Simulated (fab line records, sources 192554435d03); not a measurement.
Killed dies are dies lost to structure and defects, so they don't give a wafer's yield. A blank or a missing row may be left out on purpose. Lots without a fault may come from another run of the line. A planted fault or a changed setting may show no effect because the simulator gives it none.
fab line records | flow n5_finfet | part 1 of 2: steps 1 to 4 of 6
record lots=24 wafers=72 last_day=18
route steps=1938 shown ZERO_LAYER@4 WELL_APT@50 FIN_SAQP@116
lots that met no fault: from a run of the same line without faults
start_h: hours from the record's first day to the start of the lot's first wafer shown | wait_h: hours since the lot's step before | " the same as in the row above | L1.1+2: a row that stands for several wafers | - no value, or no start given | * or withheld: withheld | < > ~ a bound
route shown NAME@n: a module of which the file shows steps, and the number in the route of the first | usual: mean/standard deviation of fault-free wafers | same: alike in all rows | chamber/n: place in a boat | sites: the reading at each site | _std_site: their standard deviation | _edge_site: outer sites' mean less inner sites' | radius_mm: how far each site lies from the wafer's centre | mask NAME#n: copy n | behind: the tool/chamber that last shaped the wafer | hold: why the lot was held/for how many hours/how that ended | device: the transistor (n, p or np) that didn't switch | end of line: the same wafers' tests at the end of the route | a step without rows: its recipe alone | killed: dies lost to structure and defects at the first sort, not the wafer's yield | map: a wafer's dies, x killed, . not, _ none there
set.NAME: the setting as run; set.NAME@STEP: as run at that earlier step | model.NAME: the simulator's own value behind a step, which no gauge read
steps of the route over a sample of lots; a table a step, a row a wafer
services: from which hour (start_h, from the record's first day; less than 0 if before it) a tool's chamber was out of use, for how many hours, and why
## steps
# step N5_ZERO_LAYER_PECVD_02
# recipe material=SiO2 target_thk_a=100 temp_c=400 precursor=SiH4/N2O pressure_torr=0.75 rf_w=275 time_s=6
# usual heater_power_w=782/99 showerhead_plenum_p_Torr=8.05/0.12
# columns lot.wafer tool chamber start_h wait_h heater_power_w showerhead_plenum_p_Torr
L074.2 pecvd-03 1 12.28 0.0 727 8.10
L074.3 " 2 " " 905 8.16
L074.6 " 1 " " 718 8.09
L075.2 pecvd-03 1 18.30 0.0 809 8.07
L075.5 " 2 " " 861 8.13
L075.6 " 0 " " 860 7.95
L076.1 pecvd-01 2 24.47 0.0 682 8.11
L076.4 " 1 " " 699 8.03
L076.6 " 2 " " 702 8.08
L077.2 pecvd-03 1 30.28 0.0 714 8.08
L077.5 " 1 " " 734 8.10
L077.6 " 0 " " 837 8.01
L078.1 pecvd-01 2 36.30 0.0 713 8.09
L078.3 " 2 " " 727 8.08
L078.5 " 0 " " 752 7.81
L079.1 pecvd-03 0 42.28 0.0 904 7.95
L079.2 " 0 " " 901 7.97
L079.4 " 0 " " 897 7.99
L080.1 pecvd-03 0 48.28 0.0 878 7.98
L080.3 " 0 " " 888 7.99
L080.4 " 0 " " 881 7.98
L081.1 pecvd-03 0 54.28 0.0 905 7.96
L081.3 " 0 " " 913 7.97
L081.5 " 0 " " 928 7.97
L082.2 pecvd-01 2 60.28 0.0 686 8.08
L082.4 " 1 " " 687 8.04
L082.6 " 2 " " 697 8.10
L083.1 pecvd-01 0 66.47 0.0 778 7.80
L083.5 " 0 " " 792 7.83
L083.6 " 1 " " 702 8.01
L084.3 pecvd-01 1 72.47 0.0 606 8.04
L084.4 " 2 " " 717 8.07
L084.5 " 0 " " 735 7.83
L085.1 pecvd-04 0 78.47 0.0 741 8.23
L085.4 " 2 " " 905 8.11
L085.5 " 2 " " 899 8.12
L086.1 pecvd-04 2 84.28 0.0 867 8.10
L086.2 " 0 " " 690 8.20
L086.5 " 0 " " 698 8.23
L087.3 pecvd-01 1 90.28 0.0 703 8.04
L087.4 " 2 " " 689 8.10
L087.6 " 0 " " 742 7.79
L088.2 pecvd-04 1 96.29 0.0 650 8.12
L088.3 " 1 " " 660 8.12
L088.5 " 0 " " 730 8.23
L089.1 pecvd-04 0 102.30 0.0 639 8.22
L089.2 " 2 " " 893 8.10
L089.4 " 0 " " 637 8.22
L090.3 pecvd-01 2 108.28 0.0 636 8.08
L090.4 " 2 " " 651 8.09
L090.6 " 1 " " 615 8.02
L091.1 pecvd-04 0 114.28 0.0 738 8.22
L091.3 " 0 " " 720 8.22
L091.4 " 2 " " 918 8.13
L092.2 pecvd-04 1 120.28 0.0 694 8.13
L092.4 " 1 " " 702 8.14
L092.6 " 0 " " 706 8.23
L093.2 pecvd-03 1 126.28 0.0 801 8.11
L093.5 " 1 " " 816 8.08
L093.6 " 0 " " 970 7.99
L094.1 pecvd-03 0 132.28 0.0 958 7.99
L094.4 " 2 " " 922 8.14
L094.6 " 0 " " 913 7.98
L095.1 pecvd-03 1 138.30 0.0 782 8.07
L095.3 " 0 " " 938 8.00
L095.4 " 0 " " 972 7.97
L096.2 pecvd-01 1 144.28 0.0 649 8.03
L096.3 " 0 " " 758 7.82
L096.4 " 2 " " 720 8.10
L097.1 pecvd-01 1 150.28 0.0 734 8.05
L097.2 " 2 " " 718 8.10
L097.6 " 0 " " 753 7.83
# step N5_WELL_APT_RTA_34
# recipe temp_c=1000 time_s=10 ambient=N2 idle_temp_c=600 ramp_up_c_per_s=150 ramp_down_c_per_s=60 cool_to_c=600
# usual lamp_power_pct=13.01/0.052 lamp_zone_7_pct=13.42/0.032 wafer_temp_C_max=1003.7/1.2
# columns lot.wafer tool chamber start_h wait_h lamp_power_pct lamp_zone_7_pct wafer_temp_C_max
L074.2 rtp_anneal-01 0 15.82 0.0 13.07 13.46 1005.6
L074.3 " 0 " " 13.00 13.42 1005.5
L074.6 " 0 " " 12.94 13.45 1003.1
L075.2 rtp_anneal-01 0 22.23 0.1 12.96 13.43 1001.7
L075.5 " 0 " " 12.97 13.43 1002.2
L075.6 " 0 " " 12.99 13.41 1004.8
L076.1 rtp_anneal-02 0 28.06 0.1 12.94 13.33 1002.2
L076.4 " 0 " " 12.97 13.43 1003.8
L076.6 " 0 " " 12.99 13.42 1004.5
L077.2 rtp_anneal-01 0 33.74 0.0 12.94 13.46 1005.4
L077.5 " 0 " " 13.04 13.40 1004.2
L077.6 " 0 " " 13.01 13.44 1004.9
L078.1 rtp_anneal-01 0 40.16 0.0 13.00 13.42 1003.7
L078.3 " 0 " " 12.99 13.41 1003.5
L078.5 " 0 " " 13.00 13.41 1003.4
L079.1 rtp_anneal-01 0 46.40 0.2 12.95 13.39 1005.1
L079.2 " 0 " " 13.05 13.43 1003.5
L079.4 " 0 " " 13.01 13.38 1003.5
L080.1 rtp_anneal-02 0 51.94 0.0 13.10 13.41 1001.7
L080.3 " 0 " " 13.04 13.43 1004.8
L080.4 " 0 " " 13.05 13.43 1002.7
L081.1 rtp_anneal-02 0 58.09 0.3 12.95 13.43 1004.5
L081.3 " 0 " " 12.99 13.45 1003.6
L081.5 " 0 " " 13.03 13.48 1007.3
L082.2 rtp_anneal-01 0 64.10 0.0 13.10 13.35 1002.9
L082.4 " 0 " " 13.06 13.45 1004.1
L082.6 " 0 " " 12.95 13.50 1004.0
L083.1 rtp_anneal-02 0 70.42 0.3 13.00 13.44 1004.3
L083.5 " 0 " " 13.03 13.38 1004.0
L083.6 " 0 " " 13.01 13.42 1002.9
L084.3 rtp_anneal-01 0 76.99 0.1 12.96 13.43 1003.6
L084.4 " 0 " " 12.98 13.45 1001.8
L084.5 " 0 " " 12.98 13.43 1004.0
L085.1 rtp_anneal-02 0 82.30 0.0 13.01 13.38 1002.7
L085.4 " 0 " " 12.90 13.47 1004.9
L085.5 " 0 " " 13.03 13.42 1004.9
L086.1 rtp_anneal-02 0 87.78 0.0 13.03 13.41 1004.5
L086.2 " 0 " " 12.98 13.44 1004.0
L086.5 " 0 " " 13.01 13.41 1001.3
L087.3 rtp_anneal-02 0 94.35 0.4 13.02 13.42 1002.2
L087.4 " 0 " " 13.04 13.50 1003.5
L087.6 " 0 " " 13.06 13.46 1006.2
L088.2 rtp_anneal-02 0 101.03 0.2 13.08 13.42 1004.8
L088.3 " 0 " " 12.90 13.46 1006.1
L088.5 " 0 " " 13.02 13.43 1003.0
L089.1 rtp_anneal-01 0 106.51 0.0 12.97 13.36 1004.7
L089.2 " 0 " " 13.07 13.43 1002.8
L089.4 " 0 " " 12.98 13.45 1003.5
L090.3 rtp_anneal-01 0 111.96 0.1 12.99 13.46 1002.7
L090.4 " 0 " " 13.03 13.45 1002.6
L090.6 " 0 " " 13.04 13.39 1003.6
L091.1 rtp_anneal-02 0 117.93 0.0 12.90 13.46 1004.1
L091.3 " 0 " " 13.06 13.41 1004.9
L091.4 " 0 " " 12.92 13.40 1004.5
L092.2 rtp_anneal-01 0 123.67 0.0 13.08 13.43 1003.5
L092.4 " 0 " " 13.04 13.44 1003.7
L092.6 " 0 " " 12.88 13.45 1003.6
L093.2 rtp_anneal-02 0 130.36 0.1 12.94 13.45 1001.9
L093.5 " 0 " " 13.12 13.39 1002.6
L093.6 " 0 " " 12.97 13.45 1003.5
L094.1 rtp_anneal-01 0 135.95 0.1 12.91 13.43 1004.8
L094.4 " 0 " " 12.94 13.41 1004.1
L094.6 " 0 " " 12.98 13.42 1002.7
L095.1 rtp_anneal-01 0 141.79 0.0 13.04 13.38 1001.6
L095.3 " 0 " " 13.00 13.40 1002.5
L095.4 " 0 " " 12.99 13.39 1005.6
L096.2 rtp_anneal-01 0 148.31 0.0 13.01 13.44 1003.4
L096.3 " 0 " " 13.00 13.42 1004.3
L096.4 " 0 " " 12.97 13.47 1002.8
L097.1 rtp_anneal-02 0 153.86 0.0 13.11 13.40 1004.2
L097.2 " 0 " " 13.01 13.40 1003.8
L097.6 " 0 " " 13.13 13.47 1003.4
# step N5_FIN_SAQP_ETCH_52
# recipe chemistry=N2/H2 target=SOC target_depth_a=1000 overetch_a=200 mask_material=SiARC temp_c=40 time_s=150 ion_energy_ev=200 pressure_mtorr=30 source_w=840 bias_w=150 n2_flow_sccm=200 h2_flow_sccm=200 ends=end_point
# usual bias_w=150.0/0.43 drypump_motor_current_A=5.8/0.43 h2_flow_sccm=200.0/0.57 oes_product_au=0.70/0.086 rf_vpp_V=524.9/2.1 showerhead_plenum_p_Torr=2.58/0.07 throttle_valve_pct=17.95/0.28
# columns lot.wafer tool chamber start_h wait_h bias_w drypump_motor_current_A h2_flow_sccm oes_product_au rf_hours_counter_h rf_vpp_V showerhead_plenum_p_Torr throttle_valve_pct
L074.2 rie_diel-03 2 22.59 0.0 149.4 5.3 199.9 0.62 232 526.0 2.62 18.20
L074.3 " 3 " " 149.6 5.7 199.8 0.67 202 522.5 2.52 17.82
L074.6 " 3 " " 149.7 5.8 198.8 0.66 - 523.5 2.52 17.82
L075.2 rie_diel-03 2 28.45 0.0 150.0 5.4 199.8 0.62 234 525.9 2.62 18.22
L075.5 " 1 " " 150.7 6.0 199.8 0.61 - 523.0 2.50 18.09
L075.6 " 2 " " 149.8 5.4 200.4 0.63 - 525.7 2.62 18.23
L076.1 rie_diel-03 2 34.71 0.0 150.3 5.3 200.9 0.63 236 524.4 2.62 18.24
L076.4 " 0 " " 150.2 5.9 199.7 0.63 227 525.7 2.61 18.25
L076.6 " 2 " " 149.9 5.3 199.9 0.62 - 526.5 2.62 18.24
L077.2 rie_diel-03 3 41.23 0.0 150.3 5.7 200.6 0.66 210 523.9 2.51 17.84
L077.5 " 0 " " 149.4 5.9 200.0 0.62 - 527.2 2.61 18.27
L077.6 " 1 " " 149.8 6.0 199.7 0.61 - 523.0 2.50 18.08
L078.1 rie_diel-01 0 46.97 0.0 149.6 6.7 199.0 0.65 208 526.7 2.64 18.03
L078.3 " 1 " " 150.2 6.4 200.0 0.83 21 524.3 2.59 17.29
L078.5 " 0 " " 149.5 6.7 198.8 0.64 - 525.7 2.64 18.03
L079.1 rie_diel-06 0 52.17 0.0 150.0 5.2 200.6 0.75 89 528.5 2.69 17.89
L079.2 " 3 " " 150.1 5.7 200.9 0.71 130 523.2 2.56 18.25
L079.4 " 1 " " 149.9 6.1 198.9 0.61 246 519.6 2.40 17.88
L080.1 rie_diel-06 0 57.84 0.0 150.0 5.1 199.9 0.75 91 528.0 2.68 17.92
L080.3 " 1 " " 150.4 6.0 199.7 0.61 248 520.4 2.40 17.90
L080.4 " 2 " " 150.4 5.6 199.8 0.64 203 527.3 2.64 18.19
L081.1 rie_diel-01 3 64.29 0.0 149.6 5.5 199.6 0.65 184 524.0 2.53 18.02
L081.3 " 1 " " 150.4 6.5 200.0 0.82 27 525.6 2.58 17.30
L081.5 " 3 " " 149.0 5.5 200.0 0.66 - 524.5 2.53 18.03
L082.2 rie_diel-03 3 71.52 0.0 149.7 5.7 200.6 0.65 219 523.0 2.51 17.86
L082.4 " 2 " " 150.2 5.4 200.5 0.62 - 524.7 2.62 18.25
L082.6 " 3 " " 150.2 5.8 200.1 0.65 - 522.7 2.51 17.85
L083.1 rie_diel-03 3 76.69 0.0 150.1 5.8 199.8 0.65 222 523.1 2.51 17.86
L083.5 " 2 " " 149.9 5.3 200.2 0.61 - 525.8 2.61 18.26
L083.6 " 3 " " 149.3 5.8 199.9 0.65 - 523.1 2.51 17.85
L084.3 rie_diel-03 1 83.53 0.0 149.8 6.0 199.6 0.87 1 523.1 2.50 17.70
L084.4 " 3 " " 149.3 5.7 200.0 0.65 225 522.8 2.51 17.85
L084.5 " 1 " " 150.3 6.0 199.7 0.88 - 521.7 2.50 17.70
L085.1 rie_diel-06 1 88.84 0.0 149.8 6.1 200.4 0.87 2 526.9 2.72 17.48
L085.4 " 2 " " 149.7 5.5 200.9 0.63 214 526.9 2.63 18.22
L085.5 " 1 " " 149.5 6.1 200.8 0.87 - 527.8 2.72 17.46
L086.1 rie_diel-01 2 94.98 0.0 150.2 5.3 199.6 0.65 207 522.8 2.52 18.03
L086.2 " 3 " " 150.1 5.5 200.3 0.65 193 524.1 2.53 18.05
L086.5 " 3 " " 149.5 5.5 200.8 0.65 - 522.7 2.53 18.05
L087.3 rie_diel-06 0 101.07 0.0 149.5 5.1 200.0 0.74 108 526.1 2.68 17.93
L087.4 " 2 " " 150.4 5.6 199.8 0.64 219 525.8 2.63 18.21
L087.6 " 2 " " 150.4 5.6 200.4 0.63 - 526.3 2.63 18.23
L088.2 rie_diel-01 0 107.28 0.0 149.3 6.7 199.6 0.63 229 527.1 2.63 18.06
L088.3 " 2 " " 150.1 5.3 201.6 0.64 212 523.6 2.52 18.05
L088.5 " 0 " " 149.6 6.7 200.3 0.63 - 527.5 2.63 18.05
L089.1 rie_diel-06 2 112.59 0.0 150.1 5.6 200.0 0.63 224 523.9 2.63 18.21
L089.2 " 3 " " 150.0 5.7 200.5 0.69 154 522.9 2.55 18.32
L089.4 " 1 " " 149.5 6.1 200.9 0.83 11 529.1 2.72 17.50
L090.3 rie_diel-06 1 119.55 0.0 149.7 6.0 199.8 0.83 14 528.4 2.72 17.50
L090.4 " 0 " " 149.7 5.1 200.6 0.73 115 527.5 2.67 17.94
L090.6 " 1 " " 149.7 6.1 199.6 0.83 - 529.3 2.71 17.48
L091.1 rie_diel-06 3 125.42 0.0 150.1 5.7 200.3 0.69 158 524.2 2.55 18.29
L091.3 " 1 " " 149.9 6.1 199.7 0.83 16 528.4 2.71 17.49
L091.4 " 2 " " 149.7 5.5 199.8 0.63 228 527.0 2.62 18.22
L092.2 rie_diel-03 2 129.38 0.0 149.7 5.3 200.0 0.85 6 525.9 2.61 17.80
L092.4 " 3 " " 149.4 5.7 200.3 0.63 - 523.0 2.50 17.89
L092.6 " 1 " " 149.5 6.0 200.5 0.81 - 523.7 2.49 17.74
L093.2 rie_diel-01 0 136.32 0.0 149.7 6.7 200.6 0.63 239 526.7 2.62 18.09
L093.5 " 2 " " 149.9 5.3 199.9 0.64 - 522.5 2.52 18.05
L093.6 " 3 " " 149.7 5.4 200.2 0.64 - 523.6 2.52 18.07
L094.1 rie_diel-03 0 141.70 0.0 150.5 5.9 199.9 0.88 1 525.2 2.60 17.84
L094.4 " 1 " " 151.2 6.0 199.3 0.80 - 522.0 2.49 17.73
L094.6 " 2 " " 149.2 5.3 199.8 0.83 - 526.0 2.61 17.82
L095.1 rie_diel-01 2 148.49 0.0 150.5 5.3 198.7 0.63 225 523.5 2.52 18.05
L095.3 " 0 " " 149.8 6.7 200.4 0.62 244 525.1 2.62 18.10
L095.4 " 3 " " 149.3 5.5 200.3 0.64 211 522.3 2.52 18.07
L096.2 rie_diel-01 0 154.17 0.0 149.7 6.7 200.5 0.62 246 524.8 2.62 18.08
L096.3 " 1 " " 151.0 6.5 199.7 0.78 59 525.3 2.57 17.34
L096.4 " 2 " " 149.6 5.3 199.7 0.63 227 521.8 2.51 18.06
L097.1 rie_diel-03 1 159.81 0.0 149.7 6.0 200.6 0.79 37 521.8 2.48 17.76
L097.2 " 0 " " 150.1 5.8 199.5 0.85 9 526.5 2.59 17.84
L097.6 " 0 " " 149.7 5.8 199.2 0.85 - 525.0 2.59 17.86
# step N5_FIN_SAQP_RECESS_75
# recipe chemistry=HF/NH3 target=SiO2 target_depth_a=144 afs_cycles=3 temp_c=30 sublimation_temp_c=180 sublimation_time_s=60
# usual drypump_motor_current_A=5.7/0.52
# same afs_cycles=3
# columns lot.wafer tool chamber start_h wait_h drypump_motor_current_A
L074.2 vapor_etch-01 1 23.50 0.0 4.9
L074.3 " 0 " " 5.9
L074.6 " 0 " " 5.9
L075.2 vapor_etch-02 0 29.34 0.0 6.2
L075.5 " 0 " " 6.3
L075.6 " 1 " " 6.1
L076.1 vapor_etch-01 0 35.35 0.0 6.0
L076.4 " 0 " " 6.0
L076.6 " 0 " " 6.0
L077.2 vapor_etch-01 1 41.86 0.0 5.0
L077.5 " 1 " " 5.0
L077.6 " 0 " " 6.0
L078.1 vapor_etch-02 1 49.29 0.0 6.1
L078.3 " 0 " " 6.3
L078.5 " 0 " " 6.3
L079.1 vapor_etch-01 0 52.80 0.0 6.0
L079.2 " 1 " " 4.9
L079.4 " 1 " " 5.0
L080.1 vapor_etch-01 0 58.45 0.0 6.0
L080.3 " 1 " " 5.0
L080.4 " 0 " " 6.0
L081.1 vapor_etch-02 1 64.91 0.0 6.1
L081.3 " 1 " " 6.1
L081.5 " 0 " " 6.3
L082.2 vapor_etch-02 1 72.13 0.0 6.1
L082.4 " 0 " " 6.3
L082.6 " 1 " " 6.1
L083.1 vapor_etch-01 1 77.31 0.0 5.0
L083.5 " 0 " " 6.0
L083.6 " 1 " " 5.0
L084.3 vapor_etch-01 0 84.26 0.1 5.9
L084.4 " 1 " " 4.9
L084.5 " 0 " " 6.0
L085.1 vapor_etch-01 1 89.45 0.0 5.0
L085.4 " 0 " " 6.0
L085.5 " 1 " " 5.0
L086.1 vapor_etch-02 1 95.59 0.0 6.0
L086.2 " 0 " " 6.3
L086.5 " 1 " " 6.1
L087.3 vapor_etch-01 0 101.85 0.2 6.0
L087.4 " 1 " " 5.0
L087.6 " 1 " " 5.0
L088.2 vapor_etch-02 0 107.94 0.0 6.2
L088.3 " 0 " " 6.2
L088.5 " 0 " " 6.3
L089.1 vapor_etch-02 0 113.20 0.0 6.3
L089.2 " 1 " " 6.1
L089.4 " 0 " " 6.3
L090.3 vapor_etch-02 0 120.68 0.1 6.3
L090.4 " 1 " " 6.1
L090.6 " 1 " " 6.1
L091.1 vapor_etch-01 1 126.31 0.0 5.0
L091.3 " 0 " " 6.0
L091.4 " 1 " " 4.9
L092.2 vapor_etch-01 0 130.06 0.0 6.0
L092.4 " 1 " " 5.0
L092.6 " 0 " " 6.0
L093.2 vapor_etch-01 0 136.98 0.0 5.9
L093.5 " 1 " " 5.0
L093.6 " 0 " " 6.0
L094.1 vapor_etch-01 0 142.31 0.0 6.0
L094.4 " 1 " " 5.0
L094.6 " 0 " " 6.0
L095.1 vapor_etch-02 0 149.11 0.0 6.3
L095.3 " 0 " " 6.3
L095.4 " 1 " " 6.1
L096.2 vapor_etch-01 0 154.79 0.0 6.0
L096.3 " 1 " " 5.0
L096.4 " 0 " " 6.0
L097.1 vapor_etch-01 0 160.42 0.0 6.0
L097.2 " 1 " " 4.9
L097.6 " 1 " " 5.0
